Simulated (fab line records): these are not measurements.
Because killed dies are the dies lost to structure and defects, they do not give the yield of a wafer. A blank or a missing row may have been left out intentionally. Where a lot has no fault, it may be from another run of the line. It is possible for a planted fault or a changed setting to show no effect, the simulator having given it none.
Which tool is to blame?    flow n5Finfet    11 lots, 33 wafers sampled, at 3 steps of a route of 1938

== WHAT THE GAUGES SHOWED, per wafer ==
N5_BEOL_M10_CD_MEAS_11: target cd 64.1 nm.
lot   measured      on        cdNm (nm)
L452  day 11 07:20  cdSem-02  64.1 65.0 64.5
L456  day 11 07:34  cdSem-02  64.6 64.7 63.7
L455  day 11 07:56  cdSem-03  65.3 65.4 64.5
L453  day 11 17:12  cdSem-03  64.6 63.9 65.0
L460  day 13 08:25  cdSem-02  64.3 64.6 65.1
L462  day 13 09:10  cdSem-01  64.3 64.4 64.2
L464  day 13 18:10  cdSem-01  64.6 64.3 64.6
L468  day 14 08:56  cdSem-03  64.2 63.6 64.1
L467  day 14 20:36  cdSem-03  63.6 64.4 64.1
L472  day 16 04:16  cdSem-03  65.2 65.0 65.3
L470  day 16 04:38  cdSem-01  64.2 64.8 63.9

== EACH LOT AND THE TOOL THAT RAN IT (in order: tool; ch and the chambers of the sampled wafers; start) ==
lot   N5_BEOL_M10_PECVD_70             N5_BEOL_M10_COAT_05
L452  pecvd-01 ch 0,1, day 11 05:18    lithoTrack-05 ch 0, day 11 07:05
L456  pecvd-01 ch 0,1,2, day 11 05:34  lithoTrack-02 ch 0, day 11 07:11
L455  pecvd-04 ch 0,1, day 11 07:03    lithoTrack-01 ch 0, day 11 07:34
L453  pecvd-01 ch 0,1,2, day 11 14:19  lithoTrack-01 ch 0, day 11 16:50
L460  pecvd-04 ch 0,2, day 13 06:05    lithoTrack-01 ch 0, day 13 08:03
L462  pecvd-03 ch 0,1,2, day 13 06:19  lithoTrack-01 ch 0, day 13 08:47
L464  pecvd-03 ch 1,2, day 13 16:29    lithoTrack-01 ch 0, day 13 17:47
L468  pecvd-01 ch 0,1,2, day 14 07:25  lithoTrack-05 ch 0, day 14 08:42
L467  pecvd-04 ch 0,1,2, day 14 18:34  lithoTrack-01 ch 0, day 14 19:10
L472  pecvd-04 ch 1,2, day 16 01:56    lithoTrack-05 ch 0, day 16 04:01
L470  pecvd-03 ch 1,2, day 16 02:27    lithoTrack-02 ch 0, day 16 04:16
- N5_BEOL_M10_PECVD_70: deposits SiO2 from TEOS/O2, target thk 20 nm, time 22.7 s.
- N5_BEOL_M10_COAT_05: resist thk 90 nm.

== THE ANSWER, worked out from the rows above alone ==
Rule: what is usual is taken from the lots themselves. The widest of any qualifying gaps counts: lots, ordered by their means at a reading, are off when they make up no more than a third of the lots, leave a main group of 4 or more, and stand apart from it by 3 or more times the standard deviation of that group's means. The tables above print the reading to a certain number of digits; a main group whose means all agree to those digits is not used. A lot without any number at a reading at which 4 lots or more have one is off too. Where the step has rows for the other lots, those lots are counted as sound.
No lot is off at any reading shown: from this, nothing can be told.

== WHAT WAS PUT IN BY THE SIMULATOR ==
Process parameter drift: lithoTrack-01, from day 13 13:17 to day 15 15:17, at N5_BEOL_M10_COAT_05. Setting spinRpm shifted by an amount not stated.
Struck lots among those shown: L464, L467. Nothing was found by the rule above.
